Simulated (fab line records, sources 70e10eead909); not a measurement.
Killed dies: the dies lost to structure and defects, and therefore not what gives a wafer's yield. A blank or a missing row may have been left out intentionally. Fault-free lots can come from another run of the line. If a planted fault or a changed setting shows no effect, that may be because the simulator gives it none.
Struck lot and sound lot, side by side ; flow nand_harc ; 24 out of 1159 route steps
Sound: wafers L301.1, L301.3, L301.5. Wafers struck: L305.1, L305.2, L305.6. At the end, the cause is stated.
Order at every step that has rows: each side's tool, ch and its chambers, its first start. Under that, the readings that differ: sound wafers ; struck wafers ; difference of the means ; sigmas: that difference in standard deviations of wafers without a fault.
alike: readings with means less than 2 such deviations apart, plus words and numbers identical on both sides. not compared: withheld readings, readings lacking a value on some wafer, bounds such as >300 that could conceal the same value, and numbers that have no deviation in the record and whose values overlap.
A row with sigmas, a row that says differs or no value, or rows on one side alone: a step with any of these is where the two part. Non-overlapping numbers with no deviation appear without sigmas and do not part them. A reading missing from all wafers of one side parts the sides only when that side holds two or more wafers.

NHARC_P_M1_INSPECT_27:
  sound: defect_inspect-02 at day 6 18:33; struck: defect_inspect-01 at day 7 12:51
  alike: raw_defect_count
NHARC_P_M1_PRE_CLEAN_32: time 12 s.
  sound on pecvd-01 ch 0,1,2, day 6 18:37; struck on pecvd-04 ch 1,2, day 7 12:55
  alike: heater_power_w
NHARC_P_M1_DEP_33: deposits SiCN, target thk 30 nm.
  sound on pecvd-01 ch 0,1,2, day 6 18:42; struck on pecvd-04 ch 1,2, day 7 13:00
  alike: heater_power_w
then, 8 steps without rows for these wafers: NHARC_P_M2_DEP_00 (deposits SiOC, target thk 182.5 nm); NHARC_P_M2_DEHYDRATE_01 (time 120 s); NHARC_P_M2_HMDS_02 (time 30 s); NHARC_P_M2_COAT_34 (time 65 s); NHARC_P_M2_COAT_03 (resist thk 90 nm); NHARC_P_M2_SOFTBAKE_04 (time 55 s); NHARC_P_M2_EBR_05; NHARC_P_M2_EXPOSE_06 (exposes mask P M2, target cd 170 nm).
NHARC_P_M2_PEB_07: peb time 65 s.
  sound on litho_track-06 ch 0, day 6 19:52; struck on litho_track-04 ch 0, day 7 14:13
reading;sound;struck;difference;sigmas
heater_power_total_W (W);156.2 157.2 157.0;162.8 163.2 162.8;+6.1;+16
plate_temp_C (C);99.91 99.89 100.13;102.94 102.96 103.00;+2.99;+23
then, 1 step without rows for these wafers: NHARC_P_M2_DEVELOP_08 (develop time 35 s).
NHARC_P_M2_CD_MEAS_09: target cd 170 nm.
  sound on cd_sem-02 ch 0, day 6 19:57; struck on cd_sem-03 ch 0, day 7 14:18
reading;sound;struck;difference;sigmas
cd_nm (nm);170.9 170.8 170.6;178.7 178.9 179.1;+8.1;+11
NHARC_P_M2_OVL_MEAS_10: pitch 340 nm.
  sound: overlay-02 at day 6 20:02; struck: overlay-01 at day 7 14:23
  alike: overlay_x_nm, overlay_y_nm
NHARC_P_M2_INSPECT_11:
  sound: defect_inspect-02 at day 6 20:04; struck: defect_inspect-01 at day 7 14:26
  alike: raw_defect_count
NHARC_P_M2_DESCUM_14: chemistry O2, time 3 s.
  sound on rie_diel-09 ch 1,3, day 6 20:14; struck on rie_diel-09 ch 0,3, day 7 14:29
reading;sound;struck;difference;sigmas
model.P_M2.cd_nm (nm);170.5 170.5 170.2;178.9 178.6 178.5;+8.3;
  alike: drypump_motor_current_A, oes_product_au, rf_vpp_V, showerhead_plenum_p_Torr, throttle_valve_pct
  not compared: rf_hours_counter_h
NHARC_P_M2_ETCH_35: etches the open film in N2/H2, target depth 40 nm, overetch 12 nm, time 43.94 s.
  sound on rie_diel-09 ch 1,2, day 6 20:19; struck on rie_diel-09 ch 0,1,2, day 7 14:35
  alike: drypump_motor_current_A, oes_product_au, rf_vpp_V, showerhead_plenum_p_Torr, throttle_valve_pct
  not compared: rf_hours_counter_h
NHARC_P_M2_ETCH_15: etches the open film in C4F8/Ar, target depth 182.5 nm, time 91.2 s.
  sound on rie_diel-09 ch 1,3; struck on rie_diel-09 ch 0,1,2
  alike: oes_product_au, rf_vpp_V
  not compared: rf_hours_counter_h
NHARC_P_M2_CD_MEAS_16:
  sound: cd_sem-01 at day 6 20:32; struck: cd_sem-02 at day 7 14:47
reading;sound;struck;difference;sigmas
cd_nm (nm);170.4 169.6 169.4;178.1 178.5 178.2;+8.5;+10
NHARC_P_M2_STRIP_18: strips in N2/H2.
  sound on rie_diel-09 ch 0,1,2, day 6 20:40; struck on rie_diel-09 ch 1,3, day 7 14:53
  alike: drypump_motor_current_A, oes_product_au, rf_vpp_V, showerhead_plenum_p_Torr, throttle_valve_pct
  not compared: rf_hours_counter_h
NHARC_P_M2_ETCH_28: etches the open film in CF4/N2, target depth 30 nm, time 72.99 s.
  sound on rie_diel-09 ch 0,1,2; struck on rie_diel-09 ch 1,3
reading;sound;struck;difference;sigmas
model.P_M2.cd_nm (nm);169.2 170 168.8;179.4 178.5 179.5;+9.8;
  alike: drypump_motor_current_A, oes_product_au, rf_vpp_V, showerhead_plenum_p_Torr, throttle_valve_pct
  not compared: rf_hours_counter_h
then, 2 steps without rows for these wafers: NHARC_P_M2_STRIP_19 (strips in post etch residue remover, time 600 s); NHARC_END_SORT_01.

== WHERE THEY PART ==
Last at NHARC_P_M2_CD_MEAS_16 as far as this record goes, first at NHARC_P_M2_PEB_07. Later steps at which nothing parts them and some readings are alike: NHARC_P_M2_STRIP_18, NHARC_P_M2_ETCH_28.

WHY: what the simulator had put in
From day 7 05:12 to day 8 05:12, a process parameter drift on litho_track-04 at NHARC_P_M2_PEB_07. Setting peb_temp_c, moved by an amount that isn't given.
